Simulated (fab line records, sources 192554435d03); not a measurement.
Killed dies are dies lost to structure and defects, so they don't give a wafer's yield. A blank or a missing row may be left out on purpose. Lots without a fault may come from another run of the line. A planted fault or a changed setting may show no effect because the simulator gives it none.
A struck lot beside a sound one | flow n5_finfet | 14 steps out of a route of 1938
Sound: wafers L734.1, L734.2, L734.3. Struck: wafer L742.5. (L742.2, L742.3 of the same lot were not struck and are left out.) The cause comes at the end.
At each step with rows: each side's tool, then ch and its chambers, then its first start. Under that, the readings that differ: sound wafers | struck wafers | difference of the means | sigmas: that difference in standard deviations of wafers without a fault.
alike: readings whose means differ by less than 2 such deviations, and words and numbers that are the same on both sides. not compared: withheld readings, readings that some wafer has no value for, bounds like >300 that may hide the same value, and numbers for which the record gives no deviation and whose values overlap.
The two part at a step that has a row with sigmas, a row that says differs or no value, or rows on one side only. Numbers that don't overlap but have no deviation are shown without sigmas and don't part them. A reading that every wafer of one side lacks parts them only if that side has two wafers or more.

first, 2 steps without rows for these wafers: N5_BEOL_M14_PRECLEAN_39 (cleans in residue remover, time 60 s); N5_BEOL_M14_SRD_40 (time 30 s, dry time 30 s).
N5_BEOL_M14_DEGAS_41: time 60 s.
  sound on pvd_sputter-02, day 14 14:10; struck on pvd_sputter-03, day 16 21:37
  alike: heater_power_w
N5_BEOL_M14_PRE_CLEAN_42: time 30 s.
  sound on pvd_sputter-02, day 14 14:13; struck on pvd_sputter-03, day 16 21:39
  alike: heater_power_w
N5_BEOL_M14_SPUTTER_43: material TaN, target thk 15 nm, time 24.19 s.
  sound on pvd_sputter-02, day 14 14:15; struck on pvd_sputter-03, day 16 21:41
  alike: substrate_temp_c, throttle_valve_pct
N5_BEOL_M14_SPUTTER_44: material Ta, target thk 15 nm, time 24.19 s.
  sound on pvd_sputter-02, day 14 14:20; struck on pvd_sputter-03, day 16 21:46
  alike: substrate_temp_c, throttle_valve_pct
N5_BEOL_M14_SPUTTER_45: material Cu, target thk 100 nm, time 16.67 s.
  sound on pvd_sputter-02, day 14 14:25; struck on pvd_sputter-03, day 16 21:51
  alike: substrate_temp_c, throttle_valve_pct
then, 3 steps without rows for these wafers: N5_BEOL_M14_ECD_47 (material Cu, target thk 1248 nm); N5_BEOL_M14_ANNEAL_48 (time 90 s); N5_BEOL_M14_CMP_49 (polishes, stops on SiO2, t overpolish 5.2 s, target thk 560 nm).
N5_BEOL_M14_THK_MEAS_50: measures by xrf.
  sound on film_metro-02, day 14 15:36; struck on film_metro-01, day 16 23:05
  alike: M14_THK
then, 1 step without rows for these wafers: N5_BEOL_M14_PRE_CLEAN_52 (time 15 s).
N5_BEOL_M14_DEP_53: deposits SiCN from 3MS/NH3, target thk 50 nm, time 17.8 s.
  sound on pecvd-02 ch 0,1,2, day 14 15:40; struck on pecvd-02 ch 2, day 16 23:08
  reading                                   | sound        | struck | difference | sigmas
  model.SiCN_of_BEOL_M14_DEP_53.thk_nm (nm) | 50 50.2 49.4 | 31.2   | -18.7      |
  alike: showerhead_plenum_p_Torr, throttle_valve_pct
N5_BEOL_M14_RS_MEAS_54: measures by four-point-probe.
  sound on film_metro-02, day 14 15:44; struck on film_metro-01, day 16 23:13
  alike: M14_RS

WHERE THEY PART
Nowhere in this record.

WHY: what the simulator had put in
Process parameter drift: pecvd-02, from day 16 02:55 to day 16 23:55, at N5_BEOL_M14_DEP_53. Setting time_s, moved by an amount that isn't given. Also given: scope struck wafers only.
